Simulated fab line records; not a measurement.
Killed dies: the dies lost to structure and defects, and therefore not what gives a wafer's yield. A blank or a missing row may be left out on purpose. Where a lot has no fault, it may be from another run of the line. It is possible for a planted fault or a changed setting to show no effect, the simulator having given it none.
fab line records    flow nand-harc
[record] lots = 12  wafers = 36  last-day = 24
route steps=1159 shown P_GATE@142 P_CONTACT@219
lots that met no fault: from a run of the same line without faults
start-h: start of the lot's first displayed wafer, in hours after the record's first day    wait-h: hours since the lot's step before    " the same as in the row above    L1.1+2: a single row standing in for several wafers    - no value present, or no start provided    * or withheld: withheld    < > ~ a bound
route shown NAME@n: NAME is a module with steps in the file, n the number in the route of the first one    usual: mean/standard deviation of fault-free wafers    same: alike in all rows    chamber/n: place in a boat    sites: the reading at each site    _std_site: the values' standard deviation    _edge_site: the outer-site mean with the inner-site mean subtracted    radius-mm: how far each site lies from the wafer's centre    mask NAME#n: copy n    behind: the last tool/chamber to shape the wafer    hold: reason for holding the lot/hours on hold/outcome of the hold    device: the transistor (n, p or np) that didn't switch    end of line: the route-end tests of the same wafers    for a step that has no rows: nothing shown but its recipe    killed: dies that structure and defects cost at the first sort, which is not the same as the wafer's yield    map: shows each die of a wafer: x if killed, . if not, _ if none is there
set.NAME: the setting that was run; set.NAME@STEP: the one run at that earlier step    model.NAME: the simulator's own value behind a step, which no gauge read
the route's steps for a sample of lots (tables are steps, rows are wafers)
services: the hour from which a tool's chamber was out of use, counted from the record's first day as start-h (under 0 if before that day), plus the number of hours and why
[[steps]]
[step NHARC_P_GATE_OVL_MEAS_27]
[usual] overlay-x-nm = 0.3/0.79  overlay-y-nm = 0.1/0.57
lot.wafer  tool        chamber  start-h  wait-h  overlay-x-nm  overlay-y-nm
L336.1     overlay-01  -        90.68    -       1.1           -0.1
L336.2     "           -        "        "       1.2           0.1
L336.5     "           -        "        "       0.4           -0.3
L338.1     overlay-02  -        96.59    -       -0.2          -0.5
L338.2     "           -        "        "       -0.3          0.0
L338.6     "           -        "        "       0.1           0.8
L337.1     overlay-02  -        100.20   -       0.0           0.1
L337.3     "           -        "        "       0.4           0.3
L337.4     "           -        "        "       0.2           -0.2
L340.1     overlay-01  -        110.76   -       0.3           -1.1
L340.3     "           -        "        "       0.0           -1.1
L340.4     "           -        "        "       0.3           -0.2
L343.1     overlay-02  -        133.71   -       -1.1          0.2
L343.2     "           -        "        "       -0.6          0.0
L343.6     "           -        "        "       -0.9          0.0
L345.1     overlay-01  -        137.97   -       0.2           -0.6
L345.2     "           -        "        "       -0.2          -0.4
L345.6     "           -        "        "       0.1           -0.6
L344.1     overlay-02  -        138.12   -       1.7           0.0
L344.2     "           -        "        "       1.7           0.8
L344.5     "           -        "        "       1.5           0.1
L354.4     overlay-02  -        198.96   -       1.2           0.8
L354.5     "           -        "        "       1.1           0.5
L354.6     "           -        "        "       1.2           0.4
L356.1     overlay-02  -        207.71   -       -0.1          1.0
L356.2     "           -        "        "       0.3           0.4
L356.6     "           -        "        "       -0.1          0.7
L355.3     overlay-02  -        208.22   -       0.6           -0.2
L355.4     "           -        "        "       0.5           0.0
L355.6     "           -        "        "       0.1           -0.5
L357.1     overlay-02  -        216.27   -       1.3           0.2
L357.4     "           -        "        "       1.0           0.4
L357.6     "           -        "        "       1.0           0.2
L359.2     overlay-02  -        221.55   -       -1.4          1.6
L359.4     "           -        "        "       -0.4          0.8
L359.6     "           -        "        "       -0.8          1.2
[step NHARC_P_GATE_EXPOSE_88]
[recipe] na = 0.6  target-cd-nm = 2000  dose-mj = 11.87  mask-id = P_HVN
[usual] reticle-temp-C = 23.01/0.11
lot.wafer  tool            chamber  start-h  wait-h  mask        reticle-temp-C
L336.1     krf-scanner-02  0        108.75   -       P_HVN#0     23.08
L336.2     "               0        "        "       P_HVN#0     23.00
L336.5     "               0        "        "       P_HVN#0     23.04
L338.1     krf-scanner-04  0        112.20   -       P_HVN#0     23.25
L338.2     "               0        "        "       P_HVN#0     22.98
L338.6     "               0        "        "       P_HVN#0     23.05
L337.1     krf-scanner-02  0        117.75   -       P_HVN#0     23.00
L337.3     "               0        "        "       P_HVN#0     23.19
L337.4     "               0        "        "       P_HVN#0     22.95
L340.1     krf-scanner-02  0        125.88   -       P_HVN#0     22.98
L340.3     "               0        "        "       P_HVN#0     23.11
L340.4     "               0        "        "       P_HVN#0     22.98
L343.1     krf-scanner-02  0        150.95   -       P_HVN#0     22.99
L343.2     "               0        "        "       P_HVN#0     22.92
L343.6     "               0        "        "       P_HVN#0     22.84
L345.1     krf-scanner-02  0        154.07   -       P_HVN#0     23.00
L345.2     "               0        "        "       P_HVN#0     22.95
L345.6     "               0        "        "       P_HVN#0     23.01
L344.1     krf-scanner-02  0        154.96   -       P_HVN_R1#0  22.83
L344.2     "               0        "        "       P_HVN_R1#0  22.90
L344.5     "               0        "        "       P_HVN_R1#0  22.95
L354.4     krf-scanner-02  0        216.39   -       P_HVN#0     23.09
L354.5     "               0        "        "       P_HVN#0     23.05
L354.6     "               0        "        "       P_HVN#0     23.03
L356.1     krf-scanner-04  0        223.12   -       P_HVN#0     22.95
L356.2     "               0        "        "       P_HVN#0     23.03
L356.6     "               0        "        "       P_HVN#0     23.08
L355.3     krf-scanner-03  0        223.49   -       P_HVN#0     23.02
L355.4     "               0        "        "       P_HVN#0     22.97
L355.6     "               0        "        "       P_HVN#0     23.14
L357.1     krf-scanner-03  0        231.87   -       P_HVN#0     23.00
L357.4     "               0        "        "       P_HVN#0     22.85
L357.6     "               0        "        "       P_HVN#0     23.19
L359.2     krf-scanner-03  0        236.99   -       P_HVN#0     23.05
L359.4     "               0        "        "       P_HVN#0     23.10
L359.6     "               0        "        "       P_HVN#0     22.97
[step NHARC_P_GATE_CD_MEAS_91]
[recipe] target-cd-nm = 2000  landing-energy-ev = 500
[usual] cd-nm = 2000.2/1.6
lot.wafer  tool       chamber  start-h  wait-h  hold                      cd-nm
L336.1     cd-sem-03  0        108.91   -       -                         1998.9
L336.2     "          0        "        "       -                         1996.3
L336.5     "          0        "        "       -                         1999.1
L338.1     cd-sem-01  0        112.36   -       -                         2001.8
L338.2     "          0        "        "       -                         1999.9
L338.6     "          0        "        "       -                         2004.0
L337.1     cd-sem-03  0        117.91   -       -                         2001.1
L337.3     "          0        "        "       -                         2004.3
L337.4     "          0        "        "       -                         2000.7
L340.1     cd-sem-02  0        126.04   -       -                         1999.8
L340.3     "          0        "        "       -                         2000.6
L340.4     "          0        "        "       -                         1998.8
L343.1     cd-sem-03  0        151.10   -       -                         2000.3
L343.2     "          0        "        "       -                         1999.7
L343.6     "          0        "        "       -                         1998.9
L345.1     cd-sem-02  0        154.22   -       -                         2000.5
L345.2     "          0        "        "       -                         1999.8
L345.6     "          0        "        "       -                         2002.0
L344.1     cd-sem-03  0        155.12   -       await-dispo/0.2h/release  1896.1
L344.2     "          0        "        "       await-dispo/0.2h/release  1896.0
L344.5     "          0        "        "       await-dispo/0.2h/release  1894.7
L344.1     cd-sem-03  0        -        -       -                         1896.1
L344.2     "          0        "        "       -                         1896.0
L344.5     "          0        "        "       -                         1894.5
L354.4     cd-sem-03  0        216.54   -       -                         1997.0
L354.5     "          0        "        "       -                         2001.1
L354.6     "          0        "        "       -                         2000.9
L356.1     cd-sem-03  0        223.28   -       -                         1999.9
L356.2     "          0        "        "       -                         1999.8
L356.6     "          0        "        "       -                         1999.7
L355.3     cd-sem-01  0        223.64   -       -                         2000.0
L355.4     "          0        "        "       -                         2002.7
L355.6     "          0        "        "       -                         2000.0
L357.1     cd-sem-02  0        232.02   -       -                         2000.4
L357.4     "          0        "        "       -                         2000.9
L357.6     "          0        "        "       -                         1999.7
L359.2     cd-sem-03  0        237.15   -       -                         1998.9
L359.4     "          0        "        "       -                         1999.8
L359.6     "          0        "        "       -                         1997.8
[step NHARC_P_GATE_RTA_64]
[recipe] temp-c = 1050  time-s = 1
[usual] lamp-power-pct = 39.9/0.95  wafer_temp_C_max = 1056.7/1.5
lot.wafer  tool           chamber  start-h  wait-h  lamp-power-pct  wafer_temp_C_max
L336.1     rtp-anneal-02  0        110.85   -       38.6            1056.3
L336.2     "              0        "        "       38.6            1055.0
L336.5     "              0        "        "       38.6            1056.4
L338.1     rtp-anneal-01  0        114.18   -       40.5            1059.6
L338.2     "              0        "        "       40.5            1057.0
L338.6     "              0        "        "       40.6            1054.4
L337.1     rtp-anneal-01  0        119.72   -       40.6            1056.7
L337.3     "              0        "        "       40.6            1057.6
L337.4     "              0        "        "       40.6            1055.7
L340.1     rtp-anneal-01  0        127.87   -       40.6            1054.9
L340.3     "              0        "        "       40.6            1057.0
L340.4     "              0        "        "       40.6            1057.8
L343.1     rtp-anneal-01  0        153.67   -       40.7            1059.1
L343.2     "              0        "        "       40.5            1060.3
L343.6     "              0        "        "       40.6            1057.1
L345.1     rtp-anneal-01  0        156.51   -       40.6            1057.9
L345.2     "              0        "        "       40.5            1057.3
L345.6     "              0        "        "       40.6            1058.9
L354.4     rtp-anneal-01  0        218.43   -       40.6            1057.4
L354.5     "              0        "        "       40.6            1057.0
L354.6     "              0        "        "       40.6            1057.5
L356.1     rtp-anneal-02  0        225.09   -       38.6            1055.4
L356.2     "              0        "        "       38.6            1055.5
L356.6     "              0        "        "       38.7            1055.4
L355.3     rtp-anneal-01  0        225.53   -       40.5            1056.4
L355.4     "              0        "        "       40.6            1057.4
L355.6     "              0        "        "       40.5            1059.0
L357.1     rtp-anneal-01  0        233.83   -       40.6            1059.5
L357.4     "              0        "        "       40.6            1058.1
L357.6     "              0        "        "       40.6            1058.6
L359.2     rtp-anneal-01  0        239.51   -       40.7            1055.4
L359.4     "              0        "        "       40.6            1057.2
L359.6     "              0        "        "       40.6            1056.1
[step NHARC_P_CONTACT_CMP_01]
[recipe] target-thk-nm = 200  material = SiO2
[usual] motor-current-A = 12.2/1.5  slurry-filter-dp-kPa = 13.50/0.13
lot.wafer  tool    chamber  start-h  wait-h  motor-current-A  slurry-filter-dp-kPa
L336.2     cmp-03  1        112.90   -       11.6             13.69
L336.1     "       3        "        "       11.7             13.37
L336.5     "       2        "        "       12.5             13.46
L338.1     cmp-02  3        116.26   -       11.6             13.68
L338.2     "       2        "        "       11.6             13.46
L338.6     "       3        "        "       11.4             13.53
L337.1     cmp-04  1        122.06   -       13.5             13.42
L337.3     "       2        "        "       10.4             13.70
L337.4     "       3        "        "       12.1             13.47
L340.1     cmp-02  2        129.99   -       13.0             13.35
L340.4     "       0        "        "       14.7             13.46
L340.3     "       1        "        "       12.9             13.27
L343.1     cmp-04  2        155.72   -       10.1             13.49
L343.2     "       0        "        "       9.3              13.69
L343.6     "       3        "        "       12.3             13.43
L345.1     cmp-04  2        158.57   -       10.4             13.71
L345.2     "       3        "        "       12.4             13.34
L345.6     "       1        "        "       13.6             13.40
L354.4     cmp-03  1        220.93   -       11.1             13.27
L354.6     "       2        "        "       12.3             13.58
L354.5     "       3        "        "       11.6             13.34
L356.2     cmp-02  0        227.22   -       14.7             13.32
L356.1     "       3        "        "       11.1             13.33
L356.6     "       1        "        "       13.3             13.22
L355.3     cmp-04  0        227.56   -       9.7              13.37
L355.4     "       1        "        "       13.5             13.62
L355.6     "       2        "        "       9.5              13.74
L357.1     cmp-03  1        236.38   -       11.4             13.55
L357.4     "       3        "        "       11.6             13.39
L357.6     "       0        "        "       11.4             13.75
L359.4     cmp-04  1        241.75   -       13.9             13.53
L359.2     "       2        "        "       9.9              13.67
L359.6     "       1        "        "       13.3             13.42
[[services]]
tool            chamber  start-h  hours  kind
krf-scanner-03  -        89.06    0.2    repair
cmp-04          -        105.10   4.0    pm
cmp-04          -        109.10   -      consumable-replace:conditioner
cmp-04          -        109.10   -      consumable-replace:pad
cmp-03          -        119.21   0.5    repair
krf-scanner-04  -        126.00   4.0    pm
cmp-02          -        133.55   4.0    pm
krf-scanner-02  -        134.55   1.8    repair
krf-scanner-03  -        147.32   4.8    repair
cmp-03          -        158.41   4.0    pm
krf-scanner-03  -        168.00   4.0    pm
krf-scanner-02  -        175.57   0.9    repair
cmp-02          -        176.60   2.6    repair
cmp-04          -        187.84   0.7    repair
krf-scanner-03  -        194.12   3.7    repair
cmp-04          -        196.91   1.4    repair
krf-scanner-02  -        199.97   7.7    repair
cmp-04          -        200.36   0.8    repair
cmp-04          -        203.10   4.0    pm
krf-scanner-02  -        210.00   4.0    pm
cmp-04          -        222.65   1.7    repair
krf-scanner-03  -        227.94   1.8    repair
cmp-02          -        231.55   4.0    pm
krf-scanner-03  -        238.06   2.4    repair
[[key]]
[first-sign] step = NHARC_P_GATE_EXPOSE_88  reading = mask  direction = changed
[effect] step = NHARC_P_GATE_CD_MEAS_91  reading = visit  direction = added
[effect] step = NHARC_P_GATE_CD_MEAS_91  reading = cd-nm  direction = down  sigmas = 67  usual = 2000.2  struck = 1895.6
met-at NHARC_P_GATE_EXPOSE_88
struck-lots L344
scrapped-behind NHARC_P_GATE_CD_MEAS_91 L344.1,L344.2,L344.5
not-acting-at NHARC_P_GATE_OVL_MEAS_27,NHARC_P_GATE_RTA_64,NHARC_P_CONTACT_CMP_01
onset-between 154.07 154.96
[fault] kind = wrong-mask  tool = any  chamber = -  onset-h = 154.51  steps = NHARC_P_GATE_EXPOSE_88  aux-copy = P_HVN_R1#0  cd-offset-nm = -104.54  scope = struck-lots-only
